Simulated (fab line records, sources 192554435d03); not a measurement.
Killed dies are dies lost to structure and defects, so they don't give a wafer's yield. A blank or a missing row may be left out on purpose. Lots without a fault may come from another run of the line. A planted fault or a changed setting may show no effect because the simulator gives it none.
Chamber matching | flow n5_finfet | N5_BEOL_M3_ALD_98 on ald_sin-04: 4 sister chambers
The step deposits SiO2, target thk 2.5 nm, pulse time 1 s, co reactant pulse time 1 s. 4 wafers are shown with their chamber, then 8 later ones without.

WAFERS WITH THEIR CHAMBER
wafer  | chamber | heater_power_w (W)
L080.5 | 0       | 77
L083.2 | 1       | 82
L083.6 | 2       | 79
L087.1 | 3       | 75

WAFERS WITHOUT THEIR CHAMBER
wafer  | heater_power_w (W)
L087.5 | 75
L087.6 | 78
L088.1 | 80
L088.4 | 77
L088.5 | 78
L096.1 | 77
L096.4 | 78
L096.6 | 81

WHICH CHAMBER EACH WENT THROUGH
wafer  | from the rows above     | in truth
L087.5 | 3                       | 3
L087.6 | can't be placed: 0 or 2 | 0
L088.1 | can't be placed: 2 or 1 | 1
L088.4 | 0                       | 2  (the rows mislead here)
L088.5 | can't be placed: 0 or 2 | 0
L096.1 | 0                       | 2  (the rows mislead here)
L096.4 | can't be placed: 0 or 2 | 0
L096.6 | can't be placed: 1 or 2 | 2
Placed correctly: 1 of 8. Can't be placed from these rows: 5 (the true chamber is among the candidates in 5). Placed wrongly: 2.
How it was worked out, from the rows above alone: a wafer's distance from a chamber is the root of the sum, over the readings, of the square of ((its reading less the chamber's mean) divided by the reading's scatter). The wafer belongs to the nearest chamber; if the next one is less than 2 further off, it can't be placed. A chamber's mean is the mean of its shown wafers. The scatter: with one shown wafer a chamber, the root of the mean of the squares of how far each hidden wafer lies from its nearest shown one.
